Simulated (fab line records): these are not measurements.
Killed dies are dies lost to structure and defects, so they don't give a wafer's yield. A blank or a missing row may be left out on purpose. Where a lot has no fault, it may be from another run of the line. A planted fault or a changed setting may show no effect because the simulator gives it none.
fab line records ; flow n5Finfet
record: lots: 10; wafers: 29; lastDay: 18
route steps=1938 shown BEOL_M9@1419 PASSIVATION@1936
lots with no fault: from the same line, run without faults
startH: hours from the record's first day to the start of the lot's first wafer shown ; waitH: time in hours since the lot's previous step ; " the same as in the row above ; L1.1+2: one row covering several wafers at once ; - value missing, or start not given ; * or withheld: withheld ; < > ~ a bound
route shown NAME@n: NAME is a module with steps in the file, n the number in the route of the first one ; usual: average and standard deviation across the fault-free wafers ; same: alike in all rows ; chamber/n: place in a boat ; sites: the reading at each site ; _std_site: the standard deviation of these ; _edge_site: the outer-site mean with the inner-site mean subtracted ; radiusMm: for every site, how far away it sits from the centre of the wafer ; mask NAME#n: copy n ; behind: the last tool/chamber to shape the wafer ; hold: the reason the lot was held/the length of the hold in hours/how it ended ; device: transistor that didn't switch, given as n, p or np ; end of line: the tests these same wafers got at the end of their route ; for a step that has no rows: nothing shown but its recipe ; killed: dies lost to structure and defects at the first sort, not the wafer's yield ; map: shows each die of a wafer: x if killed, . if not, _ if none is there
set.NAME: the run value of the setting; set.NAME@STEP: its run value at that earlier step ; model.NAME: the simulator's own value behind a step, which no gauge read
a sample of lots followed through the steps of the route, with each step as a table and each wafer as a row
services: the hour from which a tool's chamber was out of use, counted from the record's first day as startH (under 0 if before that day), plus the number of hours and why
== steps ==
step: N5_BEOL_M9_ETCH_62
recipe: chemistry: N2/H2; target: SOC; targetDepthA: 1100; overetchA: 220; maskMaterial: SiARC; tempC: 40; timeS: 165; ionEnergyEv: 200; pressureMtorr: 30; sourceW: 840; biasW: 150; n2FlowSccm: 200; h2FlowSccm: 200
usual: chamberPressureMTorr: 29.997/0.024; drypumpMotorCurrentA: 5.5/0.46; n2FlowSccm: 199.9/0.68; oesProductAu: 0.68/0.065; rfVppV: 523.9/2.8; showerheadPlenumPTorr: 2.54/0.092; throttleValvePct: 17.83/0.3
same: timeS: 165
lot.wafer;tool;chamber;startH;waitH;chamberPressureMTorr;drypumpMotorCurrentA;n2FlowSccm;oesProductAu;rfHoursCounterH;rfVppV;showerheadPlenumPTorr;throttleValvePct
L453.1;rieDiel-01;0;248.24;0.0;29.995;5.4;200.1;0.77;17;527.9;2.70;17.70
L453.3;rieDiel-01;1;248.24;0.0;29.935;5.1;199.9;0.61;184;520.1;2.41;18.18
L453.6;rieDiel-01;2;248.24;0.0;30.019;5.5;199.1;0.75;-;521.4;2.46;17.56
L455.1;rieDiel-01;0;252.02;0.0;30.005;5.4;200.2;0.77;19;527.3;2.70;17.69
L455.3;rieDiel-01;1;252.02;0.0;30.042;5.1;199.0;0.62;186;518.9;2.41;18.17
L455.4;rieDiel-01;0;252.02;0.0;29.991;5.4;199.7;0.77;-;528.3;2.70;17.70
L457.2;rieDiel-01;1;260.70;0.0;29.978;5.1;199.2;0.61;191;520.9;2.41;18.18
L457.3;rieDiel-01;0;260.70;0.0;29.990;5.4;200.3;0.76;24;528.6;2.70;17.72
L457.5;rieDiel-01;3;260.70;0.0;29.987;5.6;199.8;0.76;-;525.7;2.56;17.25
L458.2;rieDiel-04;3;284.25;0.0;29.989;6.4;200.4;0.61;180;523.2;2.55;18.25
L458.3;rieDiel-04;1;284.25;0.0;29.973;5.7;198.8;0.65;175;523.5;2.52;17.80
L458.6;rieDiel-04;3;284.25;0.0;29.981;6.4;199.9;0.61;-;522.6;2.55;18.26
L460.1;rieDiel-01;0;290.13;0.0;30.003;5.4;200.9;0.74;36;526.9;2.69;17.74
L460.4;rieDiel-01;1;290.13;0.0;29.962;5.1;200.2;0.61;204;519.8;2.40;18.21
L460.6;rieDiel-01;2;290.13;0.0;29.988;5.4;199.9;0.73;-;520.9;2.45;17.59
L463.1;rieDiel-03;1;306.43;0.0;29.957;5.6;199.9;0.60;222;522.1;2.51;18.16
L463.2;rieDiel-03;0;306.43;0.0;30.033;5.0;199.6;0.76;47;528.1;2.66;17.36
L463.4;rieDiel-03;2;306.43;0.0;30.008;5.1;200.4;0.68;129;523.6;2.56;17.88
L461.1;rieDiel-03;1;307.45;0.0;29.992;5.6;200.3;0.60;222;523.8;2.51;18.13
L461.4;rieDiel-03;2;307.45;0.0;29.977;5.1;201.5;0.67;129;523.8;2.56;17.85
L461.6;rieDiel-03;1;307.45;0.0;29.978;5.6;199.2;0.59;-;522.9;2.51;18.14
L466.1;rieDiel-04;0;330.76;0.0;29.976;5.3;200.8;0.72;64;526.2;2.57;17.92
L466.2;rieDiel-04;3;330.76;0.0;30.006;6.4;199.3;0.60;194;523.6;2.54;18.29
L466.6;rieDiel-04;1;330.76;0.0;29.997;5.7;199.5;0.63;-;523.5;2.51;17.83
L467.2;rieDiel-04;0;339.73;0.0;30.000;5.3;199.9;0.71;67;525.0;2.57;17.95
L467.3;rieDiel-04;3;339.73;0.0;29.959;6.5;199.2;0.60;197;524.5;2.54;18.30
L467.4;rieDiel-04;1;339.73;0.0;30.018;5.7;199.8;0.63;191;524.1;2.51;17.83
L470.2;rieDiel-04;0;353.55;0.0;29.988;5.3;199.3;0.72;71;523.9;2.57;17.94
L470.5;rieDiel-04;3;353.55;0.0;29.989;6.4;199.6;0.60;-;523.4;2.54;18.29
step: N5_BEOL_M9_EXPOSE_25
recipe: maskId: V8; na: 0.33; sourceShape: annular; sigmaInner: 0.4; sigmaOuter: 0.8; polarization: unpolarized; doseMj: 37.25
lot.wafer;tool;chamber;startH;waitH;mask
L453.1+3+6;euvScanner-02;0;250.00;-;V8#0
L455.1+3+4;euvScanner-02;0;253.77;-;V8#0
L457.2+3+5;euvScanner-01;0;263.27;-;V8#0
L458.2+3+6;euvScanner-02;0;285.64;-;V8#0
L460.1+4+6;euvScanner-02;0;291.71;-;V8#0
L463.1+2+4;euvScanner-01;0;309.56;-;V8#0
L461.1+4+6;euvScanner-02;0;309.73;-;V8#0
L466.1+2+6;euvScanner-02;0;331.92;-;V8#0
L467.2+3+4;euvScanner-01;0;340.56;-;V8#0
L470.2+5;euvScanner-01;0;358.81;-;V8#0
step: N5_BEOL_M9_CD_MEAS_28
recipe: targetCdNm: 70; landingEnergyEv: 500; detector: seInlens; polarity: opening
usual: cdNm: 69.8/0.32
lot.wafer;tool;chamber;startH;waitH;cdNm
L453.1;cdSem-02;0;250.13;-;69.8
L453.3;cdSem-02;0;250.13;-;70.1
L453.6;cdSem-02;0;250.13;-;69.9
L455.1;cdSem-01;0;253.90;-;69.6
L455.3;cdSem-01;0;253.90;-;70.0
L455.4;cdSem-01;0;253.90;-;69.3
L457.2;cdSem-01;0;263.39;-;70.1
L457.3;cdSem-01;0;263.39;-;70.4
L457.5;cdSem-01;0;263.39;-;69.9
L458.2;cdSem-02;0;285.76;-;70.0
L458.3;cdSem-02;0;285.76;-;69.7
L458.6;cdSem-02;0;285.76;-;70.3
L460.1;cdSem-02;0;291.84;-;69.4
L460.4;cdSem-02;0;291.84;-;69.8
L460.6;cdSem-02;0;291.84;-;70.1
L463.1;cdSem-02;0;309.69;-;69.9
L463.2;cdSem-02;0;309.69;-;69.9
L463.4;cdSem-02;0;309.69;-;69.5
L461.1;cdSem-01;0;309.86;-;69.4
L461.4;cdSem-01;0;309.86;-;69.7
L461.6;cdSem-01;0;309.86;-;69.7
L466.1;cdSem-01;0;332.05;-;69.9
L466.2;cdSem-01;0;332.05;-;70.0
L466.6;cdSem-01;0;332.05;-;70.0
L467.2;cdSem-01;0;340.68;-;69.5
L467.3;cdSem-01;0;340.68;-;69.2
L467.4;cdSem-01;0;340.68;-;69.6
L470.2;cdSem-01;0;358.93;-;69.7
L470.5;cdSem-01;0;358.93;-;69.4
step: N5_BEOL_M9_OVL_MEAS_29
recipe: pointsPerWafer: 522
usual: V8_OVL: 0.1/0.66
lot.wafer;tool;chamber;startH;waitH;V8_OVL[nm]
L453.1;overlay-02;0;250.48;0.3;-1.3
L453.3;overlay-02;0;250.48;0.3;-1.5
L453.6;overlay-02;0;250.48;0.3;-1.4
L455.1;overlay-02;0;253.93;0.0;0.8
L455.3;overlay-02;0;253.93;0.0;0.3
L455.4;overlay-02;0;253.93;0.0;0.4
L457.2;overlay-02;0;263.42;0.0;0.8
L457.3;overlay-02;0;263.42;0.0;0.9
L457.5;overlay-02;0;263.42;0.0;-0.6
L458.2;overlay-02;0;285.83;0.1;0.8
L458.3;overlay-02;0;285.83;0.1;0.3
L458.6;overlay-02;0;285.83;0.1;1.8
L460.1;overlay-02;0;291.87;0.0;0.7
L460.4;overlay-02;0;291.87;0.0;-0.8
L460.6;overlay-02;0;291.87;0.0;-0.3
L463.1;overlay-02;0;309.72;0.0;-0.2
L463.2;overlay-02;0;309.72;0.0;1.0
L463.4;overlay-02;0;309.72;0.0;0.0
L461.1;overlay-02;0;309.89;0.0;4.3
L461.4;overlay-02;0;309.89;0.0;5.0
L461.6;overlay-02;0;309.89;0.0;4.6
L466.1;overlay-02;0;332.09;0.0;3.7
L466.2;overlay-02;0;332.09;0.0;4.0
L466.6;overlay-02;0;332.09;0.0;4.0
L467.2;overlay-02;0;340.72;0.0;0.4
L467.3;overlay-02;0;340.72;0.0;0.3
L467.4;overlay-02;0;340.72;0.0;0.9
L470.2;overlay-02;0;358.97;0.0;-1.0
L470.5;overlay-02;0;358.97;0.0;0.2
step: N5_BEOL_M9_ETCH_65
recipe: chemistry: CF4; target: SiARC; targetDepthA: 156; maskMaterial: CAR-EUV; timeS: 26; ionEnergyEv: 80; pressureMtorr: 40; sourceW: 545; biasW: 36; Ar_flow_sccm: 100; cf4FlowSccm: 100; ends: cleared
usual: chamberPressureMTorr: 40.00/0.036; drypumpMotorCurrentA: 5.5/0.42; etchRfOnTimeS: 26.0/0.94; mfcArSccm: 100.01/0.29; oesProductAu: 0.69/0.069; rfVppV: 184.1/1.3; showerheadPlenumPTorr: 2.14/0.074; throttleValvePct: 15.62/0.23
lot.wafer;tool;chamber;startH;waitH;chamberPressureMTorr;drypumpMotorCurrentA;etchRfOnTimeS;mfcArSccm;oesProductAu;rfHoursCounterH;rfVppV;showerheadPlenumPTorr;throttleValvePct
L453.1;rieDiel-01;1;251.21;0.0;39.95;5.1;28.0;99.78;0.60;186;182.2;2.05;15.98
L453.3;rieDiel-01;2;251.21;0.0;40.03;5.5;27.0;99.63;0.74;50;184.9;2.08;15.33
L453.6;rieDiel-01;2;251.21;0.0;39.96;5.5;27.1;99.66;0.74;-;183.3;2.08;15.34
L455.1;rieDiel-01;1;254.08;0.0;40.03;5.1;27.5;99.95;0.60;187;183.8;2.05;15.97
L455.3;rieDiel-01;2;254.08;0.0;40.04;5.4;27.2;100.50;0.73;51;181.5;2.08;15.33
L455.4;rieDiel-01;1;254.08;0.0;39.98;5.1;27.6;99.95;0.61;-;182.4;2.05;15.97
L457.2;rieDiel-04;1;263.56;0.0;40.00;5.7;26.1;99.93;0.65;166;184.9;2.14;15.72
L457.3;rieDiel-04;0;263.56;0.0;39.99;5.3;25.9;101.07;0.75;42;183.8;2.17;15.60
L457.5;rieDiel-04;3;263.56;0.0;39.99;6.4;25.9;99.74;0.62;-;185.3;2.12;15.78
L458.2;rieDiel-04;1;286.04;0.0;40.08;5.7;26.1;100.42;0.64;175;183.9;2.13;15.73
L458.3;rieDiel-04;2;286.04;0.0;40.03;4.7;27.1;100.24;0.57;247;183.9;1.99;15.53
L458.6;rieDiel-04;1;286.04;0.0;39.99;5.6;25.8;100.07;0.65;-;185.8;2.13;15.73
L460.1;rieDiel-03;3;292.01;0.0;39.96;6.2;25.8;100.00;0.70;67;186.0;2.10;15.68
L460.4;rieDiel-03;2;292.01;0.0;39.97;5.1;25.5;99.51;0.69;123;183.1;2.17;15.74
L460.6;rieDiel-03;3;292.01;0.0;39.98;6.2;25.5;99.57;0.70;-;182.8;2.10;15.68
L463.1;rieDiel-01;2;309.86;0.0;40.00;5.5;27.3;100.38;0.71;74;182.6;2.07;15.37
L463.2;rieDiel-01;1;309.86;0.0;40.06;5.1;27.7;100.28;0.59;210;181.4;2.04;16.04
L463.4;rieDiel-01;0;309.86;0.0;40.02;5.4;25.4;100.06;0.75;42;186.5;2.25;15.50
L461.1;rieDiel-04;3;310.45;0.0;40.00;6.4;25.4;99.79;0.62;188;184.3;2.12;15.82
L461.4;rieDiel-04;0;310.45;0.0;40.06;5.3;25.6;100.39;0.74;-;185.2;2.17;15.62
L461.6;rieDiel-04;3;310.45;0.0;40.01;6.4;25.1;99.81;0.63;-;185.4;2.12;15.81
L466.1;rieDiel-01;1;332.39;0.0;40.04;5.1;27.1;100.32;0.59;217;182.9;2.04;16.03
L466.2;rieDiel-01;0;332.39;0.0;39.91;5.4;25.3;99.73;0.74;48;186.8;2.25;15.52
L466.6;rieDiel-01;2;332.39;0.0;40.04;5.5;26.4;100.12;0.72;-;183.8;2.07;15.38
L467.2;rieDiel-01;1;340.86;0.0;39.96;5.1;27.6;100.48;0.59;219;182.0;2.04;16.04
L467.3;rieDiel-01;3;340.86;0.0;40.01;5.6;24.6;100.29;0.75;56;184.4;2.19;15.36
L467.4;rieDiel-01;2;340.86;0.0;39.99;5.5;26.6;100.29;0.71;82;182.5;2.07;15.40
L470.2;rieDiel-01;1;359.41;0.0;40.00;5.1;27.7;100.04;0.58;225;181.1;2.04;16.05
L470.5;rieDiel-01;2;359.41;0.0;39.98;5.4;26.8;99.98;0.70;-;182.5;2.07;15.39
step: N5_PASSIVATION_PROBE_49
usual: defectLimitedYield: 91.3/1.4; killed_at_M0_to_M3: 36/10; killed_at_M4_up: 13/5.4; killedAtContacts: 12/5.3; killedAtFrontEnd: 39/10; killedAtOther: 3.2/2.7; killedDies: 103/16; killedOpen: 68/13; killedShort: 33/6.6; sort_bin_5_function: 5.1/0.92; sort_bin_6_memory: 3.3/0.68; sort_bin_8_speed: 0.1/0.41; sortNPass: 1077/17; sortYieldPct: 91.2/1.4
same: grossDies: 1180; killedAtBackSide: 0; sort_bin_4_leakage[%]: 0
lot.wafer;tool;chamber;startH;waitH;defectLimitedYield[%];killed_at_M0_to_M3;killed_at_M4_up;killedAtContacts;killedAtFrontEnd;killedAtOther;killedDies;killedOpen;killedShort;sort_bin_5_function[%];sort_bin_6_memory[%];sort_bin_8_speed[%];sortNPass;sortYieldPct[%]
L463.1;prober-01;-;390.21;0.0;92.1;28;12;7;45;1;93;65;25;5.0;2.7;0;1087;92.1
L463.2;prober-01;-;390.26;0.1;91.8;36;5;24;25;7;97;60;36;4.7;3.3;0;1083;91.8
L463.4;prober-01;-;390.36;0.2;93.0;25;9;10;32;7;83;52;31;3.5;3.3;0;1097;93.0
L466.1;prober-02;-;395.68;0.4;91.4;27;18;14;40;2;101;64;35;4.8;3.3;0;1079;91.4
L466.2;prober-02;-;395.73;0.4;93.4;27;9;7;35;0;78;53;21;4.0;2.4;0;1102;93.4
L466.6;prober-02;-;395.93;0.6;94.2;19;11;8;30;0;68;49;17;3.0;2.7;0;1112;94.2
L467.2;prober-01;-;402.41;0.1;94.0;19;13;9;29;1;71;54;16;4.2;1.6;0;1109;94.0
L467.3;prober-01;-;402.46;0.1;90.6;32;2;23;50;4;111;74;37;6.0;3.1;0;1069;90.6
L467.4;prober-01;-;402.51;0.2;92.5;23;12;22;29;2;88;64;24;4.5;2.7;0;1092;92.5
L470.2;prober-01;-;429.97;0.1;92.5;23;25;3;37;1;89;61;27;4.8;2.3;0;1091;92.5
L470.5;prober-01;-;430.12;0.2;90.3;39;31;6;36;2;114;70;41;5.2;4.0;0;1066;90.3
killed by level:class
L463.1 DUMMY_GATE:geometricParticle:open=11 FIN_SAQP:geometricParticle:open=7 BEOL_M3:geometricParticle:open=7 MOL_CONTACT_COAG:geometricParticle:open=6 BEOL_M1:geometricParticle:open=6 STI_FIN_REVEAL:geometricParticle:open=5 BEOL_M0_SAQP:geometricParticle:short=4 BEOL_M0_SAQP:geometricParticle:open=4
L463.2 MOL_CONTACT_COAG:geometricParticle:open=18 BEOL_M0_SAQP:geometricParticle:short=8 BEOL_M0:geometricParticle:open=8 MOL_CONTACT_COAG:geometricParticle:short=6 BEOL_M0_SAQP:geometricParticle:open=6 MIM_TOP_ETCH:geometricParticle:short=6 BEOL_M1:geometricParticle:open=5 STI_FIN_REVEAL:geometricParticle:open=4
L463.4 MOL_CONTACT_COAG:geometricParticle:open=9 BEOL_M0_SAQP:geometricParticle:short=8 BEOL_M2:geometricParticle:open=6 STI_FIN_REVEAL:geometricParticle:open=5 DUMMY_GATE:geometricParticle:open=4 ILD0:geometricParticle:open=4 MIM_TOP_ETCH:geometricParticle:short=4 STARTING-WAFER:geometricParticle:short=4
L466.1 FIN_SAQP:geometricParticle:short=14 MOL_CONTACT_COAG:geometricParticle:open=12 BEOL_M4:geometricParticle:open=11 BEOL_M3:geometricParticle:open=9 BEOL_M1:geometricParticle:open=7 FIN_SAQP:geometricParticle:open=6 BEOL_M3:geometricParticle:short=4 ILD0:geometricParticle:short=3
L466.2 BEOL_M3:geometricParticle:open=10 MOL_CONTACT_COAG:geometricParticle:open=7 BEOL_M1:geometricParticle:open=7 ILD0:geometricParticle:short=6 FIN_SAQP:geometricParticle:open=5 STI_FIN_REVEAL:geometricParticle:short=4 DUMMY_GATE:geometricParticle:open=4 ILD0:geometricParticle:open=4
L466.6 BEOL_M1:geometricParticle:open=10 MOL_CONTACT_COAG:geometricParticle:open=8 FIN_SAQP:geometricParticle:short=6 FIN_SAQP:geometricParticle:open=4 DUMMY_GATE:geometricParticle:open=4 BEOL_M4:geometricParticle:open=4 BEOL_M3:geometricParticle:open=3 BEOL_M8:geometricParticle:open=3
L467.2 STI_FIN_REVEAL:geometricParticle:open=11 BEOL_M4:geometricParticle:open=8 MOL_CONTACT_COAG:geometricParticle:open=6 ILD0:geometricParticle:open=4 BEOL_M0_SAQP:geometricParticle:short=4 BEOL_M0:geometricParticle:open=4 BEOL_M2:geometricParticle:open=4 MOL_CONTACT_COAG:geometricParticle:short=3
L467.3 MOL_CONTACT_COAG:geometricParticle:open=17 FIN_SAQP:geometricParticle:short=10 STI_FIN_REVEAL:geometricParticle:open=10 BEOL_M1:geometricParticle:open=10 BEOL_M2:geometricParticle:open=10 FIN_SAQP:geometricParticle:open=8 GATE_CUT:geometricParticle:short=7 MOL_CONTACT_COAG:geometricParticle:short=6
L467.4 MOL_CONTACT_COAG:geometricParticle:open=16 BEOL_M2:geometricParticle:open=8 MOL_CONTACT_COAG:geometricParticle:short=6 BEOL_M4:geometricParticle:open=6 FIN_SAQP:geometricParticle:open=5 STI_FIN_REVEAL:geometricParticle:open=5 DUMMY_GATE:geometricParticle:open=5 BEOL_M3:geometricParticle:open=4
L470.2 BEOL_M4:geometricParticle:open=14 STI_FIN_REVEAL:geometricParticle:open=13 BEOL_M0_SAQP:geometricParticle:short=8 FIN_SAQP:geometricParticle:open=7 BEOL_M5:geometricParticle:open=5 DUMMY_GATE:geometricParticle:open=4 BEOL_M0_SAQP:geometricParticle:open=4 FIN_SAQP:geometricParticle:short=3
L470.5 BEOL_M2:geometricParticle:open=16 BEOL_M4:geometricParticle:open=16 FIN_SAQP:geometricParticle:open=8 FIN_SAQP:geometricParticle:short=8 BEOL_M0_SAQP:geometricParticle:open=8 MOL_CONTACT_COAG:geometricParticle:open=4 BEOL_M0_SAQP:geometricParticle:short=4 BEOL_M4:geometricParticle:short=4
== services ==
tool;chamber;startH;hours;kind
rieDiel-01;3;232.64;22.4;repair
rieDiel-03;-;244.35;28.1;pm
euvScanner-02;0;257.93;-;calibration
euvScanner-02;-;272.58;1.0;pm
euvScanner-01;-;273.59;1.0;pm
rieDiel-03;-;274.37;14.6;pm
euvScanner-02;-;274.56;0.1;repair
euvScanner-01;-;277.82;1.3;repair
euvScanner-02;-;280.02;5.0;repair
rieDiel-04;2;292.60;-;clean
rieDiel-04;2;292.60;-;consumableReplace:focusRing
rieDiel-04;2;292.60;-;consumableReplace:showerhead
rieDiel-04;2;292.60;22.2;scheduledDown
rieDiel-04;2;292.60;22.2;ventCycle
rieDiel-03;-;302.43;0.1;repair
rieDiel-04;-;305.71;4.3;pm
euvScanner-02;-;306.30;0.7;repair
rieDiel-01;-;311.69;0.4;repair
euvScanner-01;0;324.53;-;calibration
euvScanner-02;-;328.73;1.0;pm
euvScanner-01;-;329.74;1.0;pm
euvScanner-02;-;340.57;8.5;repair
euvScanner-01;-;345.31;1.1;repair
euvScanner-02;-;356.68;12.0;pm
== key ==
firstSign: step: N5_BEOL_M9_OVL_MEAS_29; reading: V8_OVL; direction: up; sigmas: 6.3; usual: 0.1; struck: 4.3
effect none on later readings
metAt N5_BEOL_M9_EXPOSE_25
struckLots L461,L466
notActingAt N5_BEOL_M9_ETCH_62,N5_BEOL_M9_CD_MEAS_28,N5_BEOL_M9_ETCH_65
onsetBetween 291.71 309.73
fault: kind: scannerMatchingOverlay; tool: euvScanner-02; chamber: -; onsetH: 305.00; steps: N5_BEOL_M9_EXPOSE_25; offset: 3.6229
